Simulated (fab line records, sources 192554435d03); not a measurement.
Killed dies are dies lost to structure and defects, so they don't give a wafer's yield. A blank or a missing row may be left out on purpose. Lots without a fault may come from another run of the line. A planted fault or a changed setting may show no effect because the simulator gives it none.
Chamber matching | flow n5_finfet | N5_BEOL_M10_CMP_52 on cmp-03: 4 sister chambers
The step polishes, stops on SiCOH lowk, t overpolish 7 s, target thk 140 nm. 16 wafers are shown with their chamber, then 8 later ones without.

WAFERS WITH THEIR CHAMBER
wafer  | chamber | clearing_platen_rpm (rpm) | time_to_endpoint_s (s) | motor_current_A (A)
L074.1 | 2       | 49.995                    | 66                     | 6.1
L074.3 | 3       | 49.985                    | 66                     | 6.2
L074.6 | 2       | 49.992                    | 65                     | 6.1
L077.2 | 0       | 49.975                    | 60                     | 6.0
L077.3 | 3       | 49.991                    | 66                     | 6.6
L077.6 | 2       | 50.019                    | 62                     | 6.3
L088.4 | 1       | 50.030                    | 64                     | 6.4
L088.5 | 0       | 49.942                    | 66                     | 6.0
L088.6 | 3       | 50.029                    | 69                     | 6.1
L087.1 | 0       | 49.973                    | 63                     | 6.0
L087.5 | 0       | 49.963                    | 64                     | 6.1
L087.6 | 3       | 49.991                    | 67                     | 6.2
L091.2 | 1       | 50.029                    | 62                     | 6.1
L091.4 | 3       | 50.026                    | 70                     | 6.4
L091.6 | 0       | 49.965                    | 68                     | 6.2
L093.2 | 2       | 50.003                    | 66                     | 6.5

SIGNATURES (means of the wafers above)
reading             | chamber 0 | chamber 1 | chamber 2 | chamber 3 | scatter within a chamber
clearing_platen_rpm | 49.96360  | 50.02950  | 50.00225  | 50.00440  | 0.0156
time_to_endpoint_s  | 64.20     | 63.00     | 64.75     | 67.60     | 2.29
motor_current_A     | 6.060     | 6.250     | 6.250     | 6.300     | 0.17
Rule: a wafer's distance from a chamber is the root of the sum, over the readings, of the square of ((its reading less the chamber's mean) divided by the reading's scatter). The wafer belongs to the nearest chamber; if the next one is less than 2 further off, it can't be placed. The scatter: the root of (the sum of the squares of (reading less its chamber's mean) over the shown wafers, divided by (wafers less chambers)).

WAFERS WITHOUT THEIR CHAMBER
wafer  | clearing_platen_rpm (rpm) | time_to_endpoint_s (s) | motor_current_A (A)
L093.4 | 50.006                    | 66                     | 6.4
L093.5 | 49.985                    | 66                     | 6.5
L094.1 | 50.007                    | 67                     | 6.3
L094.4 | 49.989                    | 61                     | 6.4
L094.5 | 50.026                    | 63                     | 6.3
L096.2 | 50.026                    | 65                     | 6.3
L096.4 | 49.984                    | 66                     | 6.3
L096.5 | 50.002                    | 62                     | 6.2

WHICH CHAMBER EACH WENT THROUGH
wafer  | from the rows above               | in truth
L093.4 | can't be placed: 3 or 2 or 1      | 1
L093.5 | can't be placed: 3 or 2 or 0 or 1 | 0
L094.1 | can't be placed: 3 or 2 or 1      | 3
L094.4 | can't be placed: 2 or 1 or 0 or 3 | 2
L094.5 | can't be placed: 1 or 2           | 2
L096.2 | can't be placed: 1 or 2 or 3      | 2
L096.4 | can't be placed: 2 or 3 or 0 or 1 | 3
L096.5 | can't be placed: 2 or 1 or 3 or 0 | 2
Placed correctly: 0 of 8. Can't be placed from these rows: 8 (the true chamber is among the candidates in 8). Placed wrongly: 0.
